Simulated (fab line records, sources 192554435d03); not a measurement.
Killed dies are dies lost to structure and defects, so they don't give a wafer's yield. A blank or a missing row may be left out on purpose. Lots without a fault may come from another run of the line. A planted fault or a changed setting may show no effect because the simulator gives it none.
Chamber matching | flow n5_finfet | N5_MOL_CONTACT_COAG_ETCHBACK_135 on rie_diel-06: 4 sister chambers
The step etches SiO2 in CHF3, target depth 25 nm, time 16.7 s. 20 wafers are shown with their chamber, then 10 later ones without.

WAFERS WITH THEIR CHAMBER
wafer  | chamber | rf_vpp_V (V) | drypump_motor_current_A (A) | showerhead_plenum_p_Torr (Torr)
L074.2 | 2       | 522          | 5.9                         | 2.36
L074.4 | 1       | 516          | 6.5                         | 2.53
L074.5 | 0       | 555          | 6.4                         | 2.48
L075.1 | 1       | 514          | 6.5                         | 2.53
L075.4 | 2       | 522          | 5.9                         | 2.36
L075.6 | 3       | 530          | 5.0                         | 2.47
L076.2 | 0       | 555          | 6.4                         | 2.48
L076.5 | 2       | 522          | 5.9                         | 2.36
L076.6 | 1       | 515          | 6.5                         | 2.53
L083.2 | 3       | 529          | 5.0                         | 2.46
L083.3 | 0       | 554          | 6.4                         | 2.47
L083.4 | 1       | 515          | 6.5                         | 2.52
L088.1 | 1       | 514          | 6.5                         | 2.52
L088.2 | 0       | 555          | 6.3                         | 2.47
L088.5 | 0       | 554          | 6.3                         | 2.47
L090.1 | 3       | 530          | 5.1                         | 2.46
L090.2 | 2       | 523          | 5.9                         | 2.35
L090.3 | 1       | 515          | 6.5                         | 2.51
L094.1 | 1       | 516          | 6.5                         | 2.51
L094.2 | 0       | 554          | 6.3                         | 2.46

SIGNATURES (means of the wafers above)
reading                  | chamber 0 | chamber 1 | chamber 2 | chamber 3 | scatter within a chamber
rf_vpp_V                 | 554.50    | 515.00    | 522.25    | 529.67    | 0.657
drypump_motor_current_A  | 6.350     | 6.500     | 5.900     | 5.033     | 0.0368
showerhead_plenum_p_Torr | 2.4717    | 2.5214    | 2.3575    | 2.4633    | 0.00754
Rule: a wafer's distance from a chamber is the root of the sum, over the readings, of the square of ((its reading less the chamber's mean) divided by the reading's scatter). The wafer belongs to the nearest chamber; if the next one is less than 2 further off, it can't be placed. The scatter: the root of (the sum of the squares of (reading less its chamber's mean) over the shown wafers, divided by (wafers less chambers)).

WAFERS WITHOUT THEIR CHAMBER
wafer  | rf_vpp_V (V) | drypump_motor_current_A (A) | showerhead_plenum_p_Torr (Torr)
L094.5 | 529          | 5.0                         | 2.45
L095.1 | 522          | 5.9                         | 2.35
L095.2 | 554          | 6.3                         | 2.46
L095.5 | 514          | 6.5                         | 2.51
L096.1 | 523          | 5.9                         | 2.34
L096.2 | 516          | 6.5                         | 2.51
L096.6 | 516          | 6.5                         | 2.51
L097.1 | 522          | 5.9                         | 2.34
L097.3 | 515          | 6.5                         | 2.51
L097.5 | 555          | 6.3                         | 2.46

WHICH CHAMBER EACH WENT THROUGH
wafer  | from the rows above | in truth
L094.5 | 3                   | 3
L095.1 | 2                   | 2
L095.2 | 0                   | 0
L095.5 | 1                   | 1
L096.1 | 2                   | 2
L096.2 | 1                   | 1
L096.6 | 1                   | 1
L097.1 | 2                   | 2
L097.3 | 1                   | 1
L097.5 | 0                   | 0
Placed correctly: 10 of 10. Can't be placed from these rows: 0. Placed wrongly: 0.
